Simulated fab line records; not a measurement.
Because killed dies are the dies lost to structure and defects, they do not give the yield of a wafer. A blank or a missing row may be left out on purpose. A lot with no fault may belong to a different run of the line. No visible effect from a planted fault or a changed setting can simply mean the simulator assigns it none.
Which tool is to blame?    flow n5_finfet    10 lots with 30 wafers sampled at 4 steps, on a route of 1938 steps

## WHAT THE GAUGES READ, wafer by wafer
Not one reading of a measure or inspect step in the record can be checked against a usual standard deviation.

## WHAT TOOL EACH LOT RAN ON (gives the tool, then ch and the chambers of the sampled wafers, and finally the start)
lot   N5_BEOL_M12_CMP_49             N5_BEOL_M13_ILD_DEP_00           N5_BEOL_M13_ETCH_59                 N5_BEOL_M13_COAT_65
L713  cmp-02 ch 1,2,3, day 11 00:03  pecvd-01 ch 1,2, day 11 00:32    rie_diel-06 ch 0,2,3, day 11 01:07  litho_track-05 ch 0, day 11 01:41
L717  cmp-04 ch 1,2,3, day 12 22:42  pecvd-02 ch 0,1,2, day 12 23:09  rie_diel-06 ch 1,2, day 12 23:43    litho_track-02 ch 0, day 13 00:17
L720  cmp-01 ch 1,2, day 13 10:32    pecvd-01 ch 1,2, day 13 10:59    rie_diel-06 ch 1,2,3, day 13 11:41  litho_track-03 ch 0, day 13 12:15
L721  cmp-01 ch 0,1,2, day 14 00:32  pecvd-03 ch 0,2, day 14 01:01    rie_diel-05 ch 0,1,2, day 14 01:43  litho_track-05 ch 0, day 14 02:16
L722  cmp-01 ch 0,1,2, day 14 12:30  pecvd-03 ch 0,1,2, day 14 12:58  rie_diel-03 ch 0,1,2, day 14 13:33  litho_track-05 ch 0, day 14 14:05
L726  cmp-01 ch 1,2,3, day 14 17:19  pecvd-03 ch 1,2, day 14 17:45    rie_diel-03 ch 1,2, day 14 18:28    litho_track-03 ch 0, day 14 19:00
L725  cmp-04 ch 2,3, day 15 01:44    pecvd-03 ch 1,2, day 15 02:13    rie_diel-03 ch 0,2,3, day 15 02:55  litho_track-03 ch 0, day 15 03:27
L727  cmp-04 ch 1,2,3, day 15 06:22  pecvd-02 ch 0,1,2, day 15 06:50  rie_diel-05 ch 0,1,2, day 15 07:25  litho_track-03 ch 0, day 15 08:01
L729  cmp-01 ch 0,1, day 15 14:45    pecvd-02 ch 1,2, day 15 15:14    rie_diel-03 ch 0,1,3, day 15 15:55  litho_track-05 ch 0, day 15 16:26
L728  cmp-04 ch 1,2,3, day 15 20:51  pecvd-01 ch 0,1,2, day 15 21:25  rie_diel-03 ch 0,2, day 15 22:07    litho_track-05 ch 0, day 15 22:39
- N5_BEOL_M12_CMP_49: polishes, stops on SiOC, t overpolish 20.6 s, target thk 320 nm.
- N5_BEOL_M13_ILD_DEP_00: deposits SiOC from DEMS/O2, target thk 837.92 nm, time 166.4 s.
- N5_BEOL_M13_ETCH_59: etches BARC in N2/H2, target depth 89 nm, overetch 26.7 nm, time 67.9 s.
- N5_BEOL_M13_COAT_65: time 60 s, resist thk 350 nm.

## AS READ BY THE TOOLS THEMSELVES (means over the sampled wafers that have a number; for cases with no such wafer, the mark the record gives instead)
N5_BEOL_M12_CMP_49.
lot   tool    barrier_field_endpoint_s (s)  motor_current_A (A)  overpolish_run_s (s)
L713  cmp-02  30.6                          5.8                  20.587
L717  cmp-04  30.1                          6.0                  20.592
L720  cmp-01  29.7                          6.5                  20.596
L721  cmp-01  30.7                          6.6                  20.603
L722  cmp-01  30.0                          6.6                  20.593
L726  cmp-01  29.3                          5.9                  20.603
L725  cmp-04  29.9                          5.8                  20.602
L727  cmp-04  29.7                          6.1                  20.602
L729  cmp-01  30.2                          6.4                  20.599
L728  cmp-04  29.6                          5.8                  20.597

N5_BEOL_M13_ILD_DEP_00.
lot   tool      chamber_pressure_Torr (Torr)  heater_power_w (W)  showerhead_plenum_p_Torr (Torr)  throttle_valve_pct (%)
L713  pecvd-01  5.007                         388                 5.694                            12.0
L717  pecvd-02  5.009                         409                 5.685                            11.7
L720  pecvd-01  5.000                         367                 5.695                            12.1
L721  pecvd-03  4.998                         455                 5.695                            12.6
L722  pecvd-03  5.006                         509                 5.688                            12.5
L726  pecvd-03  5.002                         525                 5.693                            12.2
L725  pecvd-03  5.010                         584                 5.691                            11.9
L727  pecvd-02  4.987                         394                 5.696                            12.0
L729  pecvd-02  5.000                         401                 5.678                            11.8
L728  pecvd-01  4.992                         417                 5.685                            11.8

N5_BEOL_M13_ETCH_59.
lot   tool         drypump_motor_current_A (A)  h2_flow_sccm (sccm)  oes_product_au (a.u.)  rf_vpp_V (V)  showerhead_plenum_p_Torr (Torr)  throttle_valve_pct (%)
L713  rie_diel-06  5.5                          200.0                0.69                   523.2         2.52                             17.95
L717  rie_diel-06  5.7                          199.1                0.72                   527.4         2.65                             17.81
L720  rie_diel-06  5.6                          200.1                0.72                   525.4         2.57                             17.81
L721  rie_diel-05  5.2                          199.9                0.65                   523.3         2.50                             18.01
L722  rie_diel-03  5.7                          200.7                0.65                   524.3         2.54                             17.66
L726  rie_diel-03  5.6                          199.7                0.61                   525.3         2.58                             17.69
L725  rie_diel-03  5.8                          200.9                0.64                   523.6         2.54                             17.85
L727  rie_diel-05  5.2                          200.1                0.73                   522.6         2.50                             17.89
L729  rie_diel-03  5.6                          200.2                0.66                   522.4         2.52                             17.88
L728  rie_diel-03  6.1                          199.9                0.67                   523.8         2.52                             17.65

N5_BEOL_M13_COAT_65.
lot   tool            heater_power_total_W (W)  plate_temp_C (C)
L713  litho_track-05  500.5                     249.72
L717  litho_track-02  500.5                     250.07
L720  litho_track-03  500.5                     249.82
L721  litho_track-05  502.0                     250.18
L722  litho_track-05  501.5                     249.95
L726  litho_track-03  499.2                     250.05
L725  litho_track-03  493.8                     246.96
L727  litho_track-03  492.8                     247.30
L729  litho_track-05  501.3                     249.66
L728  litho_track-05  498.9                     249.97

## THE ANSWER, worked out from the rows above alone
Rule: usual is defined by the lots themselves. Put in order of their means at a reading, lots are off if they are a third of the lots or fewer, leave a main group of 4 or more, and stand apart from it by a gap of 3 or more times the standard deviation of the main group's means; of several such gaps the widest counts. The tables above print the reading to a certain number of digits; a main group whose means all agree to those digits is not used. Also off: a lot with no number at a reading for which 4 or more lots have one. Any other lot the step has rows for is counted as sound. After the gauges, taken in route order, come the tools' own readings; for these a lot's mean is taken, as printed above. The first step at which some lot is off is used, and at that step the reading that is off furthest; a lot without a number counts as furthest.
Off: L725, L727 (N5_BEOL_M13_COAT_65, plate_temp_C). Main group: mean 249.93 C, sd 0.17.
A tool fits if, at that step or a process step before it, it ran every lot that is off, and no sound lot after the first of them. One fits: N5_BEOL_M13_COAT_65 on litho_track-03. Its last sound lot is L726 (day 14 19:00), its first lot that is off L725 (day 15 03:27): a fault that began between those two fits.
The tool's own readings at N5_BEOL_M13_COAT_65 bear it out: on the lots that are off they differ by more than 5 times the standard deviation of the sound lots' means. heater_power_total_W reads 493.3 W there against 500.6 W on the sound lots; plate_temp_C reads 247.13 C there against 249.93 C on the sound lots.

## WHAT THE SIMULATOR PUT IN
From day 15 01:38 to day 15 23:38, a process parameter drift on litho_track-03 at N5_BEOL_M13_COAT_65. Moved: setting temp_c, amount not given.
Shown lots that were struck: L725, L727. The rule above reached the same finding.
